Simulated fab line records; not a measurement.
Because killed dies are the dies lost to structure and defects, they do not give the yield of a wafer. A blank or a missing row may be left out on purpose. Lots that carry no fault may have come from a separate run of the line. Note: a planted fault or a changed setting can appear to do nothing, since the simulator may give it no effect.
The same fault as seen by 2 desks / flow n5-finfet / each desk holds nothing but its own numbers, with what lay behind them at the end

## THE METROLOGY DESK
What the gauges read, lot by lot, whatever tool the lot ran on: means of the sampled wafers that have a number. If a lot's mean is further than 4 standard deviations from the usual mean, the lot is out of limits and carries the mark OUT (the distance appears in the brackets). It has 10 readings; the 7 that lie furthest out on some lot are the ones shown.
Columns: A = DIBL_N at N5_BEOL_M4_RC_MEAS_101, usual 36.3 mV/V; B = DIBL_P at N5_BEOL_M4_RC_MEAS_101, usual 36.3 mV/V; C = IOFF_P at N5_BEOL_M4_RC_MEAS_101, usual 0.210 nA/um; D = ION_N at N5_BEOL_M4_RC_MEAS_101, usual 675 uA/um; E = ION_P at N5_BEOL_M4_RC_MEAS_101, usual 462 uA/um; F = SS_P at N5_BEOL_M4_RC_MEAS_101, usual 73.4 mV/dec; G = VT_N at N5_BEOL_M4_RC_MEAS_101, usual 249.5 mV
lot=L726; first seen here=day 8 23:34; A=35.1; B=34.4; C=0.173; D=668; E=455; F=73.3; G=251.2
lot=L728; first seen here=day 9 18:59; A=35.4; B=36.9; C=0.181; D=672; E=453; F=73.3; G=253.5
lot=L729; first seen here=day 10 00:52; A=38.0; B=37.2; C=0.190; D=660; E=453; F=73.6; G=252.0
lot=L737; first seen here=day 12 23:57; A=36.2; B=35.8; C=0.234; D=687; E=470; F=73.3; G=245.6
lot=L740; first seen here=day 14 05:13; A=36.2; B=37.0; C=0.200; D=683; E=464; F=73.4; G=249.4
lot=L745; first seen here=day 14 22:32; A=35.4; B=35.3; C=0.188; D=678; E=461; F=72.7; G=248.3
lot=L742; first seen here=day 15 05:05; A=36.6; B=34.4; C=0.192; D=675; E=458; F=73.5; G=251.5
lot=L748; first seen here=day 15 20:00; A=35.2; B=36.5; C=0.195; D=670; E=454; F=73.7; G=249.3
lot=L747; first seen here=day 16 03:17; A=34.9; B=35.7; C=0.199; D=684; E=468; F=72.5; G=248.9
This desk's finding: nothing out of limits on any of the 9 lots.

## DESK OF THE TOOL OWNER: cmp-02
The tool's own readings at N5_BEOL_M1_CMP_52 (polishes, stops on SiOC, t overpolish 6.8 s, target thk 40 nm): means of the sampled wafers that have a number, for each lot that ran on this tool. If a lot's mean is further than 4 standard deviations from the usual mean, the lot is out of limits and carries the mark OUT (the distance appears in the brackets).
Columns: A = barrier-field-endpoint-s at N5_BEOL_M1_CMP_52, usual 24.7 s; B = head-pressure-psi at N5_BEOL_M1_CMP_52, usual 1.0001 psi; C = motor-current-A at N5_BEOL_M1_CMP_52, usual 6.0 A; D = overpolish-run-s at N5_BEOL_M1_CMP_52, usual 6.802 s; E = pad-life-wafers at N5_BEOL_M1_CMP_52, usual 1126; F = time-to-endpoint-s at N5_BEOL_M1_CMP_52, usual 62.4 s
lot=L726; first seen here=day 6 15:04; A=23.6; B=0.9988; C=5.7; D=6.799; E=144; F=59.9
lot=L729; first seen here=day 7 07:19; A=24.9; B=0.9998; C=5.9; D=6.800; E=302; F=62.7
lot=L737; first seen here=day 9 22:18; A=31.9 (+11) OUT; B=0.8070 (-84) OUT; C=5.3; D=6.354 (-46) OUT; E=828; F=62.5
lot=L742; first seen here=day 12 12:00; A=24.5; B=0.9997; C=5.9; D=6.802; E=1296; F=60.7
This desk's verdict: out of limits on L737, starting with L737 at day 9 22:18 (barrier-field-endpoint-s at N5_BEOL_M1_CMP_52). L726, L729, L742 stayed within limits.

## BROUGHT TOGETHER
At day 9 22:18, on L737, the tool owner's desk was in a position to raise an alarm.
The metrology desk saw nothing out of limits.
The metrology desk has L737 on record, within its limits.
Every lot named ran N5_BEOL_M1_CMP_52 on cmp-02.

## WHAT HAD BEEN PUT IN BY THE SIMULATOR
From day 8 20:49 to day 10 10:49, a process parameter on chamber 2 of cmp-02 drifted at N5_BEOL_M1_CMP_52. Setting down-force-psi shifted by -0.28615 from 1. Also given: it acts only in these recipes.
Struck lots among those shown: L737.
Each desk's first reading out of limits, in hours after the fault started: the tool owner's desk, 25.
